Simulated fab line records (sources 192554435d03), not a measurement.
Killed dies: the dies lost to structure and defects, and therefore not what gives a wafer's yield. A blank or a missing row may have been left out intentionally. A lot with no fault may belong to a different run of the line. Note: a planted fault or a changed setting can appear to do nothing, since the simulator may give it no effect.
Split-lot study	flow n5 finfet	route with 1938 steps; 7 lots, 21 wafers read

## SPLIT DETAILS
At N5_SD_EPI_N_ETCH_16 (etches SiO2 in CHF3/O2, target depth 5 nm), the setting target depth a was moved away from the recipe's 50 angstrom on 5 of the 21 wafers read, by -11.4% to +11.4%. The other wafers ran this setting at the recipe's value.

Reading taken at the split's own step.

## THE READING
etch.depth nm (the simulator's own value, which no gauge read), in nm, at N5_SD_EPI_N_ETCH_16 (etches SiO2 in CHF3/O2, target depth 5 nm). No usual value for it is given in the file. The 16 wafers here that ran the recipe average 4.947 nm, standard deviation 0.076 nm.

wafer	tool, chamber at the split	target depth a as run, angstrom	against the recipe	etch.depth nm, nm	against lot-mates on the recipe
L076.3	rie diel-02, 1	50	recipe	5.023	-
L076.4	rie diel-02, 0	52.89	+5.8%	5.278	+0.255
L076.5	rie diel-02, 1	52.89	+5.8%	5.321	+0.298
L078.2	rie diel-04, 2	50	recipe	4.947	-
L078.3	rie diel-04, 0	50	recipe	5.01	-
L078.4	rie diel-04, 1	50	recipe	5.09	-
L080.2	rie diel-02, 1	55.69	+11.4%	5.561	+0.641
L080.3	rie diel-02, 3	50	recipe	4.886	-
L080.4	rie diel-02, 0	50	recipe	4.953	-
L083.2	rie diel-01, 3	50	recipe	4.898	-
L083.3	rie diel-01, 1	50	recipe	5.061	-
L083.6	rie diel-01, 1	55.68	+11.4%	5.664	+0.684
L084.1	rie diel-01, 2	44.28	-11.4%	4.247	-0.716
L084.2	rie diel-01, 3	50	recipe	4.882	-
L084.3	rie diel-01, 1	50	recipe	5.044	-
L087.1	rie diel-01, 2	50	recipe	4.883	-
L087.2	rie diel-01, 0	50	recipe	4.891	-
L087.4	rie diel-01, 3	50	recipe	4.912	-
L090.1	rie diel-02, 3	50	recipe	4.917	-
L090.2	rie diel-02, 0	50	recipe	4.807	-
L090.3	rie diel-02, 2	50	recipe	4.952	-

FIT RESULTS
A straight line over all 21 wafers: etch.depth nm changes by +0.0597 nm for each +1% of target depth a; r = +0.97; the points scatter about the line by 0.072 nm.
The same after taking each lot's own level away (the mean of its wafers on the recipe; 21 wafers): +0.0584 nm for each +1%; r = +0.98; scatter 0.057 nm.
According to that fit, moving target depth a by its largest amount changes the reading by 0.67 nm.
Across the lots, their own levels run from 4.8920 to 5.0230 nm, a range of 1.7 times the standard deviation given above.
The two slopes agree, so the slope changes little with the lot-to-lot level.
Check: -0.649 nm against its lot-mates is what the line predicts for one of the wafers moved furthest among these (-11.4%) when that wafer is left out of the fit. It came out at -0.716 nm against them.

## THESE WAFERS: OTHER SPLITS
These wafers also went through other splits before the reading. Each is held against what the fit with the lots' levels taken away leaves over:
other split on the same wafers	wafers away from the commonest value	r with etch.depth nm (lot level and that fit taken away)
N5_WELL_APT_PEB_06 peb time s	6	+0.23
N5_WELL_APT_DEVELOP_07 develop time s	7	-0.20
N5_FIN_SAQP_ETCH_65 time s	4	-0.16
N5_FIN_CUT_EXPOSE_05 dose mj	6	-0.19
N5_DUMMY_GATE_COAT_28 spin rpm	4	+0.28
N5_DUMMY_GATE_EXPOSE_12 dose mj	6	-0.20

## FILE'S OWN FIT
etch.depth nm changes by +0.0588 nm for each +1% of target depth a, r = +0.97.
